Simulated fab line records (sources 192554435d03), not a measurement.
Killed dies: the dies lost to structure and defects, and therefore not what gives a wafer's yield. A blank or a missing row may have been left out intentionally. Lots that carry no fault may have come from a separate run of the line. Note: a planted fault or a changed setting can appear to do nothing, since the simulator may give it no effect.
fab line records	flow n5Finfet
record: lots: 7	wafers: 39
route steps=1938 shown FIN_SAQP@96 DUMMY_GATE@228 SD_EPI_N@293 GATE_CUT@469
startH: the number of hours between the record's first day and the start of the first shown wafer of the lot	waitH: time in hours since the lot's previous step	" unchanged from the row above	L1.1+2: a single row standing in for several wafers	- either no value or no given start	* or withheld: withheld	< > ~ a bound
route shown NAME@n: NAME is a module with steps in the file, n the number in the route of the first one	usual: the fault-free wafers' mean and standard deviation	same: alike in all rows	chamber/n: place in a boat	sites: each site's reading	_std_site: how widely they spread, as a standard deviation	_edge_site: inner sites' mean taken away from outer sites' mean	radiusMm: for every site, how far away it sits from the centre of the wafer	mask NAME#n: copy n	behind: the most recent tool/chamber to have shaped the wafer	hold: what put the lot on hold/how long, in hours/how the hold closed	device: which transistor (n, p or np) failed to switch	end of line: the tests these same wafers got at the end of their route	where a step has no rows: the recipe by itself	killed: count of dies lost to structure and defects at first sort (not the wafer's yield)	map: per-die view of a wafer (x killed, . not killed, _ where there is no die)
set.NAME: setting as actually run; set.NAME@STEP: the setting as run at that earlier step	model.NAME: the simulator's own value behind a step, which no gauge read
lots whose settings were changed on purpose; a table a step, a row a wafer
== steps ==
step: N5_FIN_SAQP_HM_DEP_03
recipe: material: SiNx	targetThkA: 380	tempC: 400	precursor: SiH4/NH3/N2	pressureTorr: 1.5	rfW: 300	timeS: 33.6
lot.wafer	tool	chamber	startH	waitH	set.targetThkA	model.SiNx_of_FIN_SAQP_HM_DEP_03.thkNm
L076.1	pecvd-01	1	34.17	0.2	380	37.81
L076.2	"	2	"	"	380	37.72
L076.3	"	0	"	"	380	38
L076.4	"	1	"	"	416.9	41.91
L076.5	"	0	"	"	416.9	41.76
L076.6	"	2	"	"	416.9	42.12
L077.1	pecvd-03	1	39.64	0.2	380	37.82
L077.2	"	2	"	"	380	37.7
L077.3	"	0	"	"	380	38.56
L077.4	"	1	"	"	380	39.09
L077.5	"	2	"	"	380	38.52
L077.6	"	0	"	"	380	38.98
L081.1	pecvd-03	1	63.16	0.3	380	37.8
L081.2	"	0	"	"	430.7	42.23
L081.3	"	2	"	"	380	37.19
L081.4	"	2	"	"	380	37.46
L081.5	"	1	"	"	430.7	43.19
L081.6	"	0	"	"	430.7	43.09
L083.1	pecvd-03	1	75.07	0.2	335	33.14
L083.2	"	0	"	"	380	37.26
L083.3	"	2	"	"	380	36.92
L083.4	"	1	"	"	335	33.81
L083.5	"	0	"	"	380	38.2
L083.6	"	2	"	"	335	33.27
L085.1	pecvd-04	0	87.45	0.2	380	37.71
L085.2	"	1	"	"	380	37.69
L085.3	"	2	"	"	361.7	35.84
L085.4	"	0	"	"	361.7	36.37
L085.5	"	1	"	"	361.7	36.48
L085.6	"	2	"	"	380	38.31
L090.1	pecvd-01	2	116.92	0.2	380	37.39
L090.2	"	1	"	"	380	37.57
L090.3	"	0	"	"	380	37.82
L090.4	"	1	"	"	380	38.61
L090.5	"	0	"	"	380	37.95
L090.6	"	2	"	"	380	38.25
L091.1	pecvd-01	2	122.45	0.2	380	37.74
L091.2	"	0	"	"	380	37.83
L091.6	"	0	"	"	380	38.56
step: N5_FIN_SAQP_THK_MEAS_05
usual: thkNm: 38.0/0.51
lot.wafer	tool	chamber	startH	waitH	set.targetThkA@FIN_SAQP_HM_DEP_03	thkNm
L076.1	filmMetro-02	-	34.26	0.1	380	37.9
L076.2	"	-	"	"	380	37.7
L076.3	"	-	"	"	380	38.0
L076.4	"	-	"	"	416.9	41.9
L076.5	"	-	"	"	416.9	41.8
L076.6	"	-	"	"	416.9	42.1
L077.1	filmMetro-02	-	39.72	0.1	380	37.8
L077.2	"	-	"	"	380	37.7
L077.3	"	-	"	"	380	38.5
L077.4	"	-	"	"	380	39.1
L077.5	"	-	"	"	380	38.5
L077.6	"	-	"	"	380	39.0
L081.1	filmMetro-01	-	63.26	0.1	380	37.8
L081.2	"	-	"	"	430.7	42.3
L081.3	"	-	"	"	380	37.2
L081.4	"	-	"	"	380	37.4
L081.5	"	-	"	"	430.7	43.2
L081.6	"	-	"	"	430.7	43.1
L083.1	filmMetro-01	-	75.16	0.1	335	33.1
L083.2	"	-	"	"	380	37.2
L083.3	"	-	"	"	380	36.9
L083.4	"	-	"	"	335	33.8
L083.5	"	-	"	"	380	38.2
L083.6	"	-	"	"	335	33.3
L085.1	filmMetro-01	-	87.54	0.1	380	37.7
L085.2	"	-	"	"	380	37.7
L085.3	"	-	"	"	361.7	35.9
L085.4	"	-	"	"	361.7	36.4
L085.5	"	-	"	"	361.7	36.5
L085.6	"	-	"	"	380	38.3
L090.1	filmMetro-02	-	117.01	0.1	380	37.4
L090.2	"	-	"	"	380	37.6
L090.3	"	-	"	"	380	37.8
L090.4	"	-	"	"	380	38.6
L090.5	"	-	"	"	380	37.9
L090.6	"	-	"	"	380	38.2
L091.1	filmMetro-02	-	122.54	0.1	380	37.7
L091.2	"	-	"	"	380	37.8
L091.6	"	-	"	"	380	38.6
step: N5_FIN_SAQP_PECVD_47
recipe: material: a-Si	targetThkA: 450	tempC: 400	precursor: SiH4/He	pressureTorr: 3	rfW: 100	timeS: 36.3
step: N5_FIN_SAQP_PECVD_48
recipe: material: SiNx	targetThkA: 250	tempC: 400	precursor: SiH4/NH3/N2	pressureTorr: 1.5	rfW: 300	timeS: 22.1
step: N5_FIN_SAQP_MANDREL2_REMOVE_60
recipe: chemistry: HBr/Cl2/O2	btTimeS: 10	target: a-Si	stopOn: SiNx	endpoint: OES-SiCl	overEtchFrac: 1	icpW: 600	biasW: 22	HBr_flow_sccm: 150	Cl2_flow_sccm: 80	O2_flow_sccm: 5	pressureMtorr: 10
step: N5_FIN_SAQP_HM_OPEN_33
recipe: chemistry: CH3F/O2	target: SiNx	maskMaterial: SiO2	targetDepthA: 494	timeS: 70.6	pressureMtorr: 30	sourceW: 395	biasW: 73	Ar_flow_sccm: 150	CH3F_flow_sccm: 30	O2_flow_sccm: 20	ionEnergyEv: 120	ends: cleared
usual: etchRfOnTimeS: 69.6/1.6
lot.wafer	tool	chamber	startH	waitH	set.targetThkA@FIN_SAQP_HM_DEP_03	etchRfOnTimeS	model.etch.depthNm
L076.1	rieDiel-01	0	39.04	0.0	380	68.2	37.13
L076.2	"	1	"	"	380	69.2	37.06
L076.3	"	2	"	"	380	71.8	37.37
L076.4	"	2	"	"	416.9	79.3	41.28
L076.5	"	0	"	"	416.9	75.9	41.13
L076.6	"	1	"	"	416.9	78.2	41.49
L077.1	rieDiel-06	2	43.99	0.0	380	67.6	37.19
L077.2	"	0	"	"	380	68.1	37.02
L077.3	"	1	"	"	380	70.6	37.93
L077.4	"	3	"	"	380	71.6	38.41
L077.5	"	0	"	"	380	69.5	37.9
L077.6	"	3	"	"	380	71.9	38.35
L081.1	rieDiel-01	0	67.77	0.0	380	69.0	37.15
L081.2	"	1	"	"	430.7	76.4	41.51
L081.3	"	2	"	"	380	68.6	36.42
L081.4	"	3	"	"	380	69.0	36.71
L081.5	"	2	"	"	430.7	80.2	42.47
L081.6	"	1	"	"	430.7	77.8	42.34
L083.1	rieDiel-06	3	80.77	0.1	335	60.8	32.43
L083.2	"	0	"	"	380	66.8	36.51
L083.3	"	2	"	"	380	65.8	36.15
L083.4	"	1	"	"	335	61.4	33.16
L083.5	"	2	"	"	380	68.1	37.54
L083.6	"	1	"	"	335	60.6	32.55
L085.1	rieDiel-06	0	92.17	0.0	380	68.0	36.91
L085.2	"	3	"	"	380	69.6	37.06
L085.3	"	1	"	"	361.7	66.3	35.21
L085.4	"	2	"	"	361.7	65.1	35.69
L085.5	"	2	"	"	361.7	65.2	35.85
L085.6	"	1	"	"	380	70.2	37.63
L090.1	rieDiel-03	1	121.41	0.0	380	67.8	36.6
L090.2	"	0	"	"	380	69.1	36.95
L090.3	"	3	"	"	380	68.6	37.14
L090.4	"	2	"	"	380	72.5	37.98
L090.5	"	0	"	"	380	69.5	37.27
L090.6	"	1	"	"	380	69.5	37.46
L091.1	rieDiel-03	1	127.27	0.1	380	68.0	36.99
L091.2	"	3	"	"	380	69.3	37.17
L091.6	"	1	"	"	380	70.1	37.81
step: N5_DUMMY_GATE_EXPOSE_12
recipe: maskId: GATE	na: 0.33	sourceShape: annular	sigmaInner: 0.2	sigmaOuter: 0.6	polarization: unpolarized	targetCdNm: 25	doseMj: 34
lot.wafer	tool	chamber	startH	waitH	mask	set.doseMj
L076.1+4+6	euvScanner-02	0	58.89	-	GATE#0	34.94
L076.2+3+5	"	0	"	"	GATE#0	34
L077.1+3+5	euvScanner-01	0	64.20	-	GATE#0	31.98
L077.2+4+6	"	0	"	"	GATE#0	34
L081.1+5+6	euvScanner-02	0	90.05	-	GATE#0	34
L081.2+3+4	"	0	"	"	GATE#0	36.25
L083.1+2+6	euvScanner-01	0	102.10	-	GATE#0	34
L083.3+4+5	"	0	"	"	GATE#0	36.7
L085.1+2+4	euvScanner-02	0	113.38	-	GATE#0	34
L085.3+5+6	"	0	"	"	GATE#0	34.76
L090.1+2+3+4+5+6	euvScanner-01	0	142.87	-	GATE#0	34
L091.1+2+6	euvScanner-01	0	146.53	-	GATE#0	34
step: N5_DUMMY_GATE_PEB_13
recipe: pebTempC: 100	pebTimeS: 60	resist: CAR-EUV
step: N5_DUMMY_GATE_DEVELOP_14
recipe: developTimeS: 30	developer: TMAH	resist: CAR-EUV	rinseLiquid: surfactantRinse	dry: airSpin	devTempC: 23
step: N5_DUMMY_GATE_CD_MEAS_15
recipe: targetCdNm: 25.8	landingEnergyEv: 500	detector: seInlens
usual: cdNm: 24.97/0.24
lot.wafer	tool	chamber	startH	waitH	set.doseMj@DUMMY_GATE_EXPOSE_12	cdNm
L076.1	cdSem-02	0	59.02	-	34.94	24.43
L076.2	"	0	"	"	34	24.90
L076.3	"	0	"	"	34	24.75
L076.4	"	0	"	"	34.94	24.44
L076.5	"	0	"	"	34	24.88
L076.6	"	0	"	"	34.94	24.34
L077.1	cdSem-03	0	64.32	-	31.98	26.36
L077.2	"	0	"	"	34	25.39
L077.3	"	0	"	"	31.98	26.01
L077.4	"	0	"	"	34	24.82
L077.5	"	0	"	"	31.98	26.38
L077.6	"	0	"	"	34	24.83
L081.1	cdSem-01	0	90.18	-	34	25.26
L081.2	"	0	"	"	36.25	23.96
L081.3	"	0	"	"	36.25	23.99
L081.4	"	0	"	"	36.25	24.04
L081.5	"	0	"	"	34	25.22
L081.6	"	0	"	"	34	25.27
L083.1	cdSem-02	0	102.22	-	34	25.17
L083.2	"	0	"	"	34	25.24
L083.3	"	0	"	"	36.7	23.57
L083.4	"	0	"	"	36.7	23.48
L083.5	"	0	"	"	36.7	23.57
L083.6	"	0	"	"	34	24.86
L085.1	cdSem-01	0	113.51	-	34	25.51
L085.2	"	0	"	"	34	25.17
L085.3	"	0	"	"	34.76	24.42
L085.4	"	0	"	"	34	24.94
L085.5	"	0	"	"	34.76	24.68
L085.6	"	0	"	"	34.76	24.45
L090.1	cdSem-03	0	142.99	-	34	24.60
L090.2	"	0	"	"	34	24.94
L090.3	"	0	"	"	34	24.42
L090.4	"	0	"	"	34	24.74
L090.5	"	0	"	"	34	25.07
L090.6	"	0	"	"	34	25.05
L091.1	cdSem-03	0	146.65	-	34	25.05
L091.2	"	0	"	"	34	24.87
L091.6	"	0	"	"	34	24.86
step: N5_DUMMY_GATE_ETCH_37
recipe: chemistry: N2/H2	target: SOC	targetDepthA: 600	overetchA: 300	tempC: 40	ionEnergyEv: 200	pressureMtorr: 30	sourceW: 840	biasW: 150	n2FlowSccm: 200	h2FlowSccm: 200
usual: rfVppV: 524.4/2.5
lot.wafer	tool	chamber	startH	waitH	set.sourceW	rfVppV
L076.1	rieDiel-05	0	59.52	0.0	840	526.6
L076.2	"	2	"	"	840	521.5
L076.3	"	3	"	"	763.2	538.5
L076.4	"	1	"	"	763.2	543.4
L076.5	"	1	"	"	763.2	541.4
L076.6	"	2	"	"	840	522.4
L077.1	rieDiel-02	0	64.70	0.0	840	524.3
L077.2	"	2	"	"	969.9	502.1
L077.3	"	3	"	"	840	520.0
L077.4	"	1	"	"	840	526.1
L077.5	"	0	"	"	969.9	500.4
L077.6	"	3	"	"	969.9	494.9
L081.1	rieDiel-05	3	90.45	0.0	840	521.7
L081.2	"	2	"	"	934.5	504.5
L081.3	"	1	"	"	934.5	506.2
L081.4	"	0	"	"	840	526.5
L081.5	"	2	"	"	934.5	502.9
L081.6	"	1	"	"	840	524.8
L083.1	rieDiel-05	0	102.50	0.0	880.5	516.9
L083.2	"	1	"	"	840	524.5
L083.3	"	3	"	"	840	521.9
L083.4	"	2	"	"	880.5	515.1
L083.5	"	3	"	"	880.5	512.1
L083.6	"	0	"	"	840	525.0
L085.1	rieDiel-05	0	113.79	0.0	967.1	501.8
L085.2	"	1	"	"	840	526.2
L085.3	"	2	"	"	840	521.0
L085.4	"	3	"	"	967.1	497.6
L085.5	"	1	"	"	967.1	501.0
L085.6	"	0	"	"	840	525.8
L090.1	rieDiel-04	1	143.40	0.0	892.1	518.3
L090.2	"	0	"	"	892.1	514.8
L090.3	"	3	"	"	840	523.0
L090.4	"	3	"	"	892.1	513.2
L090.5	"	1	"	"	840	528.0
L090.6	"	0	"	"	840	525.2
L091.1	rieDiel-05	2	146.93	0.0	840	522.0
L091.2	"	0	"	"	840	526.6
L091.6	"	0	"	"	840	526.6
step: N5_DUMMY_GATE_STRIP_38
recipe: chemistry: N2/H2	tempC: 40	n2FlowSccm: 200	h2FlowSccm: 200	rfFrequencyHz: 6e+07
step: N5_DUMMY_GATE_STRIP_39
recipe: chemistry: N2/H2	tempC: 40	n2FlowSccm: 200	h2FlowSccm: 200	rfFrequencyHz: 6e+07
step: N5_DUMMY_GATE_TRIM_49
recipe: chemistry: O2	resist: SOC	timeS: 29	targetCdNm: 14	sourcePowerW: 300	biasPowerW: 0	O2_flow_sccm: 100	tempC: 20
lot.wafer	tool	chamber	startH	waitH	set.doseMj@DUMMY_GATE_EXPOSE_12	model.DUMMY_GATE.cdNm
L076.1	rieSi-06	3	59.60	0.0	34.94	13.2
L076.2+3+5	"	1,0,0	"	"	34	14
L076.4	"	2	"	"	34.94	14
L076.6	"	3	"	"	34.94	13.4
L077.1	rieSi-01	3	64.79	0.0	31.98	15.8
L077.2	"	1	"	"	34	14
L077.3	"	2	"	"	31.98	15.6
L077.4	"	0	"	"	34	13.8
L077.5	"	3	"	"	31.98	15.4
L077.6	"	0	"	"	34	13.4
L081.1	rieSi-04	1	90.54	0.0	34	14.2
L081.2+4	"	3,0	"	"	36.25	13.2
L081.3	"	2	"	"	36.25	12.6
L081.5+6	"	2,3	"	"	34	14
L083.1	rieSi-04	3	102.58	0.0	34	14.2
L083.2+6	"	0	"	"	34	14
L083.3+4	"	1,2	"	"	36.7	12.4
L083.5	"	1	"	"	36.7	12.6
L085.1+4	rieSi-01	0,2	113.87	0.0	34	14
L085.2	"	3	"	"	34	14.2
L085.3	"	1	"	"	34.76	14
L085.5	"	1	"	"	34.76	13.4
L085.6	"	0	"	"	34.76	13.6
L090.1+2+5+6	rieSi-01	1,3,3,2	143.48	0.0	34	14
L090.3	"	2	"	"	34	14.2
L090.4	"	0	"	"	34	13.8
L091.1	rieSi-06	0	147.01	0.0	34	14
L091.2	"	2	"	"	34	14.2
L091.6	"	3	"	"	34	13.8
step: N5_DUMMY_GATE_STRIP_40
recipe: chemistry: CF4	resist: SiARC	powerW: 300	biasPowerW: 75	pressureMtorr: 50	cf4FlowSccm: 150	rfFrequencyHz: 6e+07
step: N5_DUMMY_GATE_CD_MEAS_50
recipe: targetCdNm: 14
usual: cdNm: 14.0/0.32
lot.wafer	tool	chamber	startH	waitH	set.doseMj@DUMMY_GATE_EXPOSE_12	cdNm
L076.1	cdSem-02	-	59.87	0.0	34.94	13.1
L076.2	"	-	"	"	34	13.8
L076.3	"	-	"	"	34	14.0
L076.4	"	-	"	"	34.94	13.7
L076.5	"	-	"	"	34	13.9
L076.6	"	-	"	"	34.94	13.5
L077.1	cdSem-01	-	65.18	0.0	31.98	15.5
L077.2	"	-	"	"	34	14.1
L077.3	"	-	"	"	31.98	15.5
L077.4	"	-	"	"	34	13.7
L077.5	"	-	"	"	31.98	15.4
L077.6	"	-	"	"	34	13.6
L081.1	cdSem-02	-	90.89	0.0	34	14.5
L081.2	"	-	"	"	36.25	12.9
L081.3	"	-	"	"	36.25	12.8
L081.4	"	-	"	"	36.25	13.1
L081.5	"	-	"	"	34	13.2
L081.6	"	-	"	"	34	14.0
L083.1	cdSem-02	-	102.73	0.0	34	14.0
L083.2	"	-	"	"	34	13.9
L083.3	"	-	"	"	36.7	12.4
L083.4	"	-	"	"	36.7	12.7
L083.5	"	-	"	"	36.7	13.1
L083.6	"	-	"	"	34	14.0
L085.1	cdSem-03	-	114.01	0.0	34	14.2
L085.2	"	-	"	"	34	13.8
L085.3	"	-	"	"	34.76	13.9
L085.4	"	-	"	"	34	13.8
L085.5	"	-	"	"	34.76	13.3
L085.6	"	-	"	"	34.76	13.7
L090.1	cdSem-02	-	143.63	0.0	34	14.2
L090.2	"	-	"	"	34	14.2
L090.3	"	-	"	"	34	13.9
L090.4	"	-	"	"	34	13.7
L090.5	"	-	"	"	34	14.4
L090.6	"	-	"	"	34	13.9
L091.1	cdSem-01	-	147.22	0.0	34	14.0
L091.2	"	-	"	"	34	14.1
L091.6	"	-	"	"	34	13.9
step: N5_DUMMY_GATE_ETCH_44
recipe: chemistry: HBr/O2	overEtchFrac: 0.7	targetDepthA: 1275	stopOn: SiO2	ionEnergyEv: 60	biasW: 20	target: poly-Si	maskMaterial: SiO2	pressureMtorr: 20	icpW: 400	HBr_flow_sccm: 120	O2_flow_sccm: 10
lot.wafer	tool	chamber	startH	waitH	set.targetDepthA	set.doseMj@DUMMY_GATE_EXPOSE_12	model.DUMMY_GATE.cdNm
L076.1	rieSi-06	2	60.46	0.0	1275	34.94	14.6
L076.2	"	0	"	"	1228	34	15
L076.3	"	1	"	"	1228	34	14.8
L076.4	"	3	"	"	1275	34.94	15
L076.5	"	2	"	"	1275	34	14.8
L076.6	"	1	"	"	1228	34.94	14.6
L077.1+3	rieSi-01	0,1	65.57	0.0	1275	31.98	16.8
L077.2	"	2	"	"	1275	34	15
L077.4	"	3	"	"	1275	34	14.8
L077.5	"	1	"	"	1275	31.98	16.4
L077.6	"	2	"	"	1275	34	14.6
L081.1	rieSi-06	3	91.28	0.0	1275	34	15
L081.2	"	1	"	"	1160	36.25	14
L081.3	"	2	"	"	1160	36.25	13.6
L081.4	"	0	"	"	1275	36.25	14
L081.5	"	0	"	"	1275	34	14.8
L081.6	"	3	"	"	1160	34	15
L083.1	rieSi-01	2	103.11	0.0	1399	34	15.4
L083.2	"	3	"	"	1399	34	15.2
L083.3	"	0	"	"	1275	36.7	13.6
L083.4	"	1	"	"	1399	36.7	13.6
L083.5	"	3	"	"	1275	36.7	14
L083.6	"	2	"	"	1275	34	15.2
L085.1+2	rieSi-04	3,1	114.40	0.0	1275	34	15.2
L085.3	"	2	"	"	1275	34.76	15
L085.4	"	0	"	"	1275	34	15
L085.5	"	0	"	"	1275	34.76	14.4
L085.6	"	1	"	"	1275	34.76	14.8
L090.1+6	rieSi-06	1,3	144.02	0.0	1275	34	15
L090.2+5	"	3,2	"	"	1184	34	15
L090.3	"	2	"	"	1184	34	15.2
L090.4	"	0	"	"	1275	34	14.8
L091.1+6	rieSi-04	0	147.61	0.0	1275	34	14.8
L091.2	"	1	"	"	1275	34	15.2
step: N5_DUMMY_GATE_CD_MEAS_24
recipe: targetCdNm: 15
usual: cdNm: 15.1/0.35
lot.wafer	tool	chamber	startH	waitH	set.doseMj@DUMMY_GATE_EXPOSE_12	cdNm
L076.1	cdSem-03	-	60.57	0.1	34.94	14.9
L076.2	"	-	"	"	34	15.4
L076.3	"	-	"	"	34	15.1
L076.4	"	-	"	"	34.94	15.2
L076.5	"	-	"	"	34	14.9
L076.6	"	-	"	"	34.94	14.5
L077.1	cdSem-01	-	65.68	0.1	31.98	17.4
L077.2	"	-	"	"	34	14.9
L077.3	"	-	"	"	31.98	16.5
L077.4	"	-	"	"	34	14.7
L077.5	"	-	"	"	31.98	16.5
L077.6	"	-	"	"	34	14.4
L081.1	cdSem-02	-	91.39	0.1	34	15.2
L081.2	"	-	"	"	36.25	14.1
L081.3	"	-	"	"	36.25	13.6
L081.4	"	-	"	"	36.25	13.6
L081.5	"	-	"	"	34	15.1
L081.6	"	-	"	"	34	14.9
L083.1	cdSem-03	-	103.22	0.1	34	15.4
L083.2	"	-	"	"	34	15.2
L083.3	"	-	"	"	36.7	13.4
L083.4	"	-	"	"	36.7	13.6
L083.5	"	-	"	"	36.7	13.9
L083.6	"	-	"	"	34	15.2
L085.1	cdSem-03	-	114.51	0.1	34	15.1
L085.2	"	-	"	"	34	15.2
L085.3	"	-	"	"	34.76	14.9
L085.4	"	-	"	"	34	14.8
L085.5	"	-	"	"	34.76	14.8
L085.6	"	-	"	"	34.76	14.4
L090.1	cdSem-03	-	144.13	0.1	34	14.7
L090.2	"	-	"	"	34	15.3
L090.3	"	-	"	"	34	15.2
L090.4	"	-	"	"	34	14.9
L090.5	"	-	"	"	34	15.1
L090.6	"	-	"	"	34	14.8
L091.1	cdSem-03	-	147.72	0.1	34	14.9
L091.2	"	-	"	"	34	15.0
L091.6	"	-	"	"	34	14.4
step: N5_SD_EPI_N_LINER_46
recipe: material: SiNx	targetThkA: 30	tempC: 400	aldPrecursorFamily: SiH2I2	aldCoReactant: N2/H2-plasma	pressureTorr: 2
lot.wafer	tool	chamber	startH	waitH	set.targetThkA	model.SiNx_of_SD_EPI_N_LINER_46.thkNm
L077.1+2+5	aldSin-02	0,1,3	72.16	0.7	28.54	2.8
L077.3+4+6	"	2,3,2	"	"	30	3
L081.1+2+4	aldSin-02	2,3,0	96.68	0.2	30	3
L081.3+5+6	"	1,1,0	"	"	28.36	2.8
L083.1+3+6	aldSin-02	2,3,1	108.38	0.2	30	3
L083.2+4+5	"	0,1,0	"	"	33.04	3.4
L085.1+5+6	aldSin-03	0,0,2	119.69	0.4	32.35	3.2
L085.2+3+4	"	3,2,3	"	"	30	3
L090.1+2+3+4+5+6	aldSin-02	0,1,2,3,3,0	150.29	1.1	30	3
L091.1+2+6	aldSin-02	3,2,1	153.30	0.2	30	3
L076.1+3+4	aldSin-03	0,3,2	170.36	0.2	30	3
L076.2+5+6	"	1,3,0	"	"	33.75	3.4
step: N5_GATE_CUT_ETCH_58
recipe: chemistry: CH3F/O2	target: SiNx	targetDepthA: 170	timeS: 128.6	ionEnergyEv: 50	pressureMtorr: 30	sourceW: 415	biasW: 21	Ar_flow_sccm: 150	CH3F_flow_sccm: 30	O2_flow_sccm: 20
usual: rfVppV: 99.4/0.93
lot.wafer	tool	chamber	startH	waitH	set.biasW	rfVppV
L077.1	rieDiel-02	2	97.82	0.0	21	101.9
L077.2	"	3	"	"	19.04	93.3
L077.3	"	1	"	"	21	100.1
L077.4	"	0	"	"	19.04	92.2
L077.5	"	0	"	"	19.04	92.7
L077.6	"	3	"	"	21	98.4
L081.1	rieDiel-04	3	122.75	0.2	21	99.1
L081.2	"	0	"	"	21	100.2
L081.3	"	2	"	"	21	99.4
L081.4	"	1	"	"	21	98.6
L081.5	"	2	"	"	21	101.0
L081.6	"	1	"	"	21	100.2
L083.1	rieDiel-04	0	135.75	0.1	22.41	102.8
L083.2	"	3	"	"	21	97.9
L083.3	"	1	"	"	22.41	104.4
L083.4	"	1	"	"	22.41	105.2
L083.5	"	0	"	"	21	100.9
L083.6	"	3	"	"	21	98.1
L085.1	rieDiel-02	0	145.63	0.1	24.67	109.8
L085.2	"	1	"	"	24.67	110.7
L085.3	"	2	"	"	21	100.0
L085.4	"	3	"	"	21	100.6
L085.5	"	1	"	"	24.67	111.0
L085.6	"	2	"	"	21	100.3
L090.1	rieDiel-02	3	176.85	0.0	23.51	106.9
L090.2	"	1	"	"	21	100.8
L090.3	"	2	"	"	21	99.7
L090.4	"	0	"	"	21	99.0
L090.5	"	1	"	"	23.51	108.5
L090.6	"	2	"	"	23.51	106.7
L091.1	rieDiel-04	0	181.44	0.5	21	99.4
L091.2	"	1	"	"	21	99.5
L091.6	"	0	"	"	21	99.2
L076.1	rieDiel-05	2	198.81	0.0	21	99.9
L076.2	"	1	"	"	21	99.8
L076.3	"	3	"	"	21	97.4
L076.4	"	2	"	"	21	98.6
L076.5	"	3	"	"	21	98.8
L076.6	"	1	"	"	21	98.5
== key ==
split: step: N5_FIN_SAQP_HM_DEP_03	setting: targetThkA	stated: 380	by: wafer
response: step: N5_FIN_SAQP_HM_DEP_03	reading: model.SiNx_of_FIN_SAQP_HM_DEP_03.thkNm	change: +0.384	per: 1%	r: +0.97
response: step: N5_FIN_SAQP_THK_MEAS_05	reading: thkNm	change: *	per: 1%	r: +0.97
response: step: N5_FIN_SAQP_HM_OPEN_33	reading: etchRfOnTimeS	change: *	per: 1%	r: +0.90
response: step: N5_FIN_SAQP_HM_OPEN_33	reading: model.etch.depthNm	change: +0.383	per: 1%	r: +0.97
split: step: N5_DUMMY_GATE_EXPOSE_12	setting: doseMj	stated: 34	by: wafer
response: step: N5_DUMMY_GATE_CD_MEAS_15	reading: cdNm	change: -0.198	per: 1%	r: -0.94
response: step: N5_DUMMY_GATE_TRIM_49	reading: model.DUMMY_GATE.cdNm	change: -0.213	per: 1%	r: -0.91
response: step: N5_DUMMY_GATE_CD_MEAS_50	reading: cdNm	change: -0.179	per: 1%	r: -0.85
response: step: N5_DUMMY_GATE_ETCH_44	reading: model.DUMMY_GATE.cdNm	change: -0.204	per: 1%	r: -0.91
response: step: N5_DUMMY_GATE_CD_MEAS_24	reading: cdNm	change: -0.232	per: 1%	r: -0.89
split: step: N5_DUMMY_GATE_ETCH_37	setting: sourceW	stated: 840	by: wafer
response: step: N5_DUMMY_GATE_ETCH_37	reading: rfVppV	change: -1.66	per: 1%	r: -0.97
split: step: N5_DUMMY_GATE_ETCH_44	setting: targetDepthA	stated: 1275	by: wafer
response none clear
split: step: N5_SD_EPI_N_LINER_46	setting: targetThkA	stated: 30	by: wafer
response: step: N5_SD_EPI_N_LINER_46	reading: model.SiNx_of_SD_EPI_N_LINER_46.thkNm	change: +0.0339	per: 1%	r: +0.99
split: step: N5_GATE_CUT_ETCH_58	setting: biasW	stated: 21	by: wafer
response: step: N5_GATE_CUT_ETCH_58	reading: rfVppV	change: +0.641	per: 1%	r: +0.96
